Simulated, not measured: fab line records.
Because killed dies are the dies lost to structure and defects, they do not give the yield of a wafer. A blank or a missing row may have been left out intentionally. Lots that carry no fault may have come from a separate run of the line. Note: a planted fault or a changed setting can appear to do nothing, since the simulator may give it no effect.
A struck lot beside a sound one + flow nand-harc + 42 steps out of a route of 1302
Sound: the wafers L194.1, L194.2, L194.4. Struck: wafer L204.4 (left out: L204.5, L204.6 of the same lot, which were not struck); the cause appears at the end.
For every step that has rows: the tool of each side, followed by ch and its chambers, followed by its first start. Under that, the readings that differ: sound wafers + struck wafers + difference of the means + sigmas: that difference in standard deviations of wafers without a fault.
alike: readings whose means differ by less than 2 such deviations, and words and numbers that are the same on both sides. not compared: withheld readings, readings that some wafer has no value for, bounds like >300 that may hide the same value, and numbers for which the record gives no deviation and whose values overlap.
A row with sigmas, a row that says differs or no value, or rows on one side alone: a step with any of these is where the two part. When numbers do not overlap yet have no deviation, they are printed without sigmas and do not part them. Lack of a reading on every wafer of one side parts them only where that side has two or more wafers.

first, 4 steps without rows for these wafers: NHARC_A_SGD_CUT_PRECLEAN_18 (cleans in SC1); NHARC_A_SGD_CUT_SRD_19; NHARC_A_SGD_CUT_DEP_20 (deposits SiO2, target thk 150 nm); NHARC_A_SGD_CUT_ANNEAL_27 (time 1800 s).
NHARC_A_SGD_CUT_CMP_21: polishes, target thk 148.19 nm.
  sound on cmp-01 ch 0,1,3, day 22 08:04; struck on cmp-03 ch 2, day 25 17:25
  alike: motor-current-A, time-to-endpoint-s
NHARC_A_SGD_CUT_THK_MEAS_22: measures by ellipsometry.
  struck on film-metro-01, day 25 17:35; sound on film-metro-02, day 22 08:18
| reading     | sound             | struck | difference | sigmas |
|-------------|-------------------|--------|------------|--------|
| thk-nm (nm) | 145.7 146.5 147.5 | 150.6  | +4.0       | +3     |
then, 4 steps without rows for these wafers: NHARC_A_SGD_CUT_SRD_23; NHARC_A_SGD_CUT_ETCH_26 (etches SiO2 in dHF, target depth 45.8 nm); NHARC_A_SGD_CUT_ETCHBACK_24 (etches the open film in CH3F/O2, target depth 50 nm, time 92.857 s); NHARC_A_SGD_CUT_STRIP_28 (strips in O2, time 20 s).
NHARC_A_SGD_CUT_INSPECT_25:
  struck on defect-inspect-01, day 25 18:04; sound on defect-inspect-02, day 22 08:46
  alike: raw-defect-count
then, 1 step without rows for these wafers: NHARC_A_SLIT_DEP_25 (deposits SiO2, target thk 200 nm).
NHARC_A_SLIT_DEP_00: deposits aC, target thk 6200 nm.
  sound on acl-dep-03 ch 0, day 22 10:31; struck on acl-dep-02 ch 0, day 25 20:22
  alike: throttle-valve-pct
then, 9 steps without rows for these wafers: NHARC_A_SLIT_DEP_23 (deposits SiON, target thk 100 nm); NHARC_A_SLIT_DEHYDRATE_01 (time 120 s); NHARC_A_SLIT_HMDS_02 (time 30 s); NHARC_A_SLIT_COAT_03 (resist thk 90 nm); NHARC_A_SLIT_SOFTBAKE_04 (time 55 s); NHARC_A_SLIT_EBR_05; NHARC_A_SLIT_EXPOSE_06 (exposes mask SLIT); NHARC_A_SLIT_PEB_07 (peb time 65 s); NHARC_A_SLIT_DEVELOP_08 (develop time 35 s).
NHARC_A_SLIT_CD_MEAS_09: target cd 300 nm.
  sound on cd-sem-03 ch 0, day 22 15:00; struck on cd-sem-03 ch 0, day 25 22:59
  alike: cd-nm
NHARC_A_SLIT_OVL_MEAS_10:
  struck on overlay-01, day 25 23:04; sound on overlay-01, day 22 15:05
  alike: overlay-x-nm, overlay-y-nm
NHARC_A_SLIT_INSPECT_11:
  struck on defect-inspect-01, day 25 23:07; sound on defect-inspect-02, day 22 15:07
  alike: raw-defect-count
then, 1 step without rows for these wafers: NHARC_A_SLIT_DESCUM_14 (chemistry O2, time 3 s).
NHARC_A_SLIT_ETCH_24: etches the open film in CF4/CHF3, target depth 121 nm, time 60.5 s.
  sound on rie-diel-12 ch 0,1,2, day 22 15:17; struck on rie-diel-04 ch 0, day 25 23:16
| reading                | sound       | struck | difference | sigmas |
|------------------------|-------------|--------|------------|--------|
| rf-hours-counter-h (h) | 3.1 3.7 4.1 | 2.2    | -1.4       |        |
  alike: drypump-motor-current-A, oes-product-au, rf-vpp-V, showerhead-plenum-p-Torr, throttle-valve-pct
then, 1 step without rows for these wafers: NHARC_A_SLIT_ETCH_15 (etches the open film in O2/COS, target depth 6200 nm, time 1612 s).
NHARC_A_SLIT_ETCH_17: etches the open film in C4F8/O2/Ar, time 4254.5 s, target depth 20300 nm.
  sound on har-etch-01 ch 0,1, day 22 16:26; struck on har-etch-01 ch 1, day 26 01:38
  alike: drypump-motor-current-A, showerhead-plenum-p-Torr, throttle-valve-pct
  not compared: rf-hours-counter-h
then, 2 steps without rows for these wafers: NHARC_A_SLIT_ETCH_26 (etches the open film in C4F8/O2/Ar, time 90 s, target depth 400 nm); NHARC_A_SLIT_STRIP_28 (strips in O2/COS).
NHARC_A_SLIT_ETCH_29: etches the open film in CF4/O2, target depth 100 nm, overetch 10 nm, time 55 s.
  sound on rie-diel-12 ch 0,2,3, day 22 20:58; struck on rie-diel-12 ch 2, day 26 05:01
| reading                | sound | struck | difference | sigmas |
|------------------------|-------|--------|------------|--------|
| rf-hours-counter-h (h) | 4 4 5 | 10     | +6         |        |
  alike: drypump-motor-current-A, oes-product-au, rf-vpp-V, showerhead-plenum-p-Torr, throttle-valve-pct
then, 3 steps without rows for these wafers: NHARC_A_SLIT_STRIP_18 (strips in O2); NHARC_A_SLIT_PRECLEAN_19 (cleans in SC1); NHARC_A_SLIT_SRD_20.
NHARC_A_SLIT_CD_MEAS_21:
  struck on cd-sem-03, day 26 05:32; sound on cd-sem-02, day 22 21:29
| reading    | sound             | struck | difference | sigmas |
|------------|-------------------|--------|------------|--------|
| cd-nm (nm) | 288.4 287.7 288.7 | 290.9  | +2.6       | +3     |
then, 3 steps without rows for these wafers: NHARC_A_SIN_REMOVE_WET_00 (chemistry H3PO4, time 15300 s); NHARC_A_SIN_REMOVE_PRECLEAN_01 (cleans in SC1); NHARC_A_SIN_REMOVE_SRD_02.
NHARC_A_SIN_REMOVE_INSPECT_04:
  struck on defect-inspect-02, day 26 11:52; sound on defect-inspect-01, day 23 04:06
  alike: raw-defect-count
NHARC_A_WL_FILL_ALD_00: deposits Al2O3, target thk 3 nm, pulse time 3 s, ald cycles 30.
  sound on ald-hk-01 ch 0,1,3, day 23 04:29; struck on ald-hk-02 ch 2, day 26 11:58
  alike: heater-power-w, precursor-pulse-height-rel
-- the record jumps here: 4 days lie between the struck wafers' starts before and after (it left off in module A_WL_FILL and takes up again in module END, whose first step shown is number 1302 of the route) --
NHARC_END_SORT_01:
  the record has rows for the struck wafers here (prober-02 ch 0, day 30 14:06) and none for the sound ones

== WHERE THEY PART ==
Last at NHARC_END_SORT_01 as far as this record goes, first at NHARC_A_SGD_CUT_THK_MEAS_22.

WHY: whatever the simulator had introduced
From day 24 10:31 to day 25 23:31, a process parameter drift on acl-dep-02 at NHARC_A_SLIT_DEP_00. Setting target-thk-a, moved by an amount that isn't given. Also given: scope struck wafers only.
